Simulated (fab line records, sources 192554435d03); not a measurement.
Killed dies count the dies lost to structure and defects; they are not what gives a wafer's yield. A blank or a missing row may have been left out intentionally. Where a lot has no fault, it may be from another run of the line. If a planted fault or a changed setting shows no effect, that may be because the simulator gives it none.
A lot that was struck, set against a sound lot | flow n5Finfet | 15 out of 1938 route steps
Sound: these wafers, L317.3, L317.5, L317.6. Struck: wafer L328.6 (left out: L328.4, a lot-mate that was not struck); the cause follows at the end.
Per side, at each step with rows, come the tool, then ch with its chambers, and then its first start. Under that, the readings that differ: sound wafers | struck wafers | difference of the means | sigmas: that difference in standard deviations of wafers without a fault.
alike: same words and numbers on both sides, and readings whose means sit less than 2 such deviations apart. not compared: any withheld reading, any reading some wafer has no value for, any bound like >300 that may hide the same value, and any number with overlapping values for which the record gives no deviation.
Wherever a step has rows on one side only, a row that says differs or no value, or a row with sigmas, the two part there. Non-overlapping numbers with no deviation appear without sigmas and do not part them. Lack of a reading on every wafer of one side parts them only where that side has two or more wafers.

N5_BEOL_M10_STRIP_77: strips in N2/H2, time 10 s.
  sound on rieDiel-01 ch 0,1,3; struck on rieDiel-01 ch 2
  alike: drypumpMotorCurrentA, oesProductAu, rfVppV, showerheadPlenumPTorr, tempC, throttleValvePct
  not compared: rfHoursCounterH
N5_BEOL_M10_OCD_MEAS_38:
  sound on ocd-01, day 13 01:02; struck on ocd-02, day 16 15:19
  alike: trenchDepthNm
then, 4 steps without rows for these wafers: N5_BEOL_M10_HM_STRIP_39 (strips TiN in peroxide tin strip, target depth 25 nm, time 158 s); N5_BEOL_M10_SRD_40 (time 30 s); N5_BEOL_M10_PRECLEAN_42 (cleans in residue remover, time 60 s); N5_BEOL_M10_SRD_43 (time 30 s).
N5_BEOL_M10_CD_MEAS_35: target cd 70 nm.
  sound on cdSem-03, day 13 01:12; struck on cdSem-01, day 16 15:28
  alike: cdNm
N5_BEOL_M10_CURE_72: cures SiCOH lowk, time 120 s.
  sound on uvCure-01 ch 0, day 13 01:20; struck on uvCure-02 ch 2, day 16 15:40
  alike: lampPowerPct, wafer_temp_C_max
N5_BEOL_M10_DEGAS_44: time 60 s.
  sound on pvdSputter-02, day 13 01:48; struck on pvdSputter-01, day 16 16:01
  alike: heaterPowerW
then, 1 step without rows for these wafers: N5_BEOL_M10_PRE_CLEAN_45 (time 30 s).
N5_BEOL_M10_ALD_74: deposits TaN, target thk 2 nm, pulse time 2 s, purge time 3 s.
  sound on aldMetal-01 ch 1,2,3, day 13 01:55; struck on aldMetal-02 ch 0, day 16 16:08
  alike: heaterPowerOuterW, heaterPowerW
then, 1 step without rows for these wafers: N5_BEOL_M10_SURFACE_TREAT_76.
N5_BEOL_M10_CVD_75: deposits Co from CCTBA/H2, target thk 2 nm, time 138.9 s.
  sound on cvdCo-02 ch 0,2, day 13 02:23; struck on cvdCo-02 ch 0, day 16 16:34
reading        | sound             | struck | difference | sigmas
runLengthS (s) | 162.0 161.3 162.0 | 252.0  | +90.2      | +99 or more
N5_BEOL_M10_SPUTTER_48: material Cu, target thk 12 nm, time 2 s.
  sound on pvdSputter-01, day 13 02:36; struck on pvdSputter-02, day 16 16:39
  alike: chuckSensorTempC, throttleValvePct
-- record jumps: 2 days separate the struck wafers' starts on either side; left off in module BEOL_M10, taken up again in module PASSIVATION, whose first shown step is the route's number 1936 --
N5_PASSIVATION_PROBE_49:
  sound on prober-01, day 15 06:11; struck on prober-02, day 18 21:01
reading     | sound    | struck | difference | sigmas
killedShort | 33 45 36 | 23     | -15        | -2
  alike: defectLimitedYield, killed_at_M0_to_M3, killed_at_M4_up, killedAtContacts, killedAtFrontEnd, killedAtOther, killedDies, killedOpen, sort_bin_4_leakage, sort_bin_5_function, sort_bin_6_memory, sort_bin_8_speed, sortNPass

## WHERE THEY PART
At N5_BEOL_M10_CVD_75 first; at N5_PASSIVATION_PROBE_49 last (within this record only).

WHY: the cause the simulator had injected
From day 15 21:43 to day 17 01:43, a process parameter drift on cvdCo-02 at N5_BEOL_M10_CVD_75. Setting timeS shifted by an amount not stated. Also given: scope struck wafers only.
